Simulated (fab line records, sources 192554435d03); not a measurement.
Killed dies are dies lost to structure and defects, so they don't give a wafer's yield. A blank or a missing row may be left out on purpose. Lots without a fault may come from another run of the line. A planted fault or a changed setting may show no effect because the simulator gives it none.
Chamber matching | flow n5_finfet | N5_BEOL_M4_ETCHBACK_99 on rie_diel-03: 4 sister chambers
The step etches SiO2 in CHF3, target depth 5 nm, time 10.4 s. 4 wafers are shown with their chamber, then 9 later ones without.

WAFERS WITH THEIR CHAMBER
wafer  | chamber | drypump_motor_current_A (A)
L075.6 | 1       | 5.1
L083.2 | 3       | 5.6
L087.4 | 0       | 6.2
L087.5 | 2       | 6.0

WAFERS WITHOUT THEIR CHAMBER
wafer  | drypump_motor_current_A (A)
L088.1 | 6.3
L088.3 | 6.0
L088.6 | 6.3
L090.4 | 6.0
L090.5 | 6.3
L090.6 | 5.6
L092.2 | 5.6
L092.4 | 5.2
L092.5 | 5.2

WHICH CHAMBER EACH WENT THROUGH
wafer  | from the rows above | in truth
L088.1 | 0                   | 0
L088.3 | 2                   | 2
L088.6 | 0                   | 0
L090.4 | 2                   | 2
L090.5 | 0                   | 0
L090.6 | 3                   | 3
L092.2 | 3                   | 3
L092.4 | 1                   | 1
L092.5 | 1                   | 1
Placed correctly: 9 of 9. Can't be placed from these rows: 0. Placed wrongly: 0.
How it was worked out, from the rows above alone: a wafer's distance from a chamber is the root of the sum, over the readings, of the square of ((its reading less the chamber's mean) divided by the reading's scatter). The wafer belongs to the nearest chamber; if the next one is less than 2 further off, it can't be placed. A chamber's mean is the mean of its shown wafers. The scatter: with one shown wafer a chamber, the root of the mean of the squares of how far each hidden wafer lies from its nearest shown one.
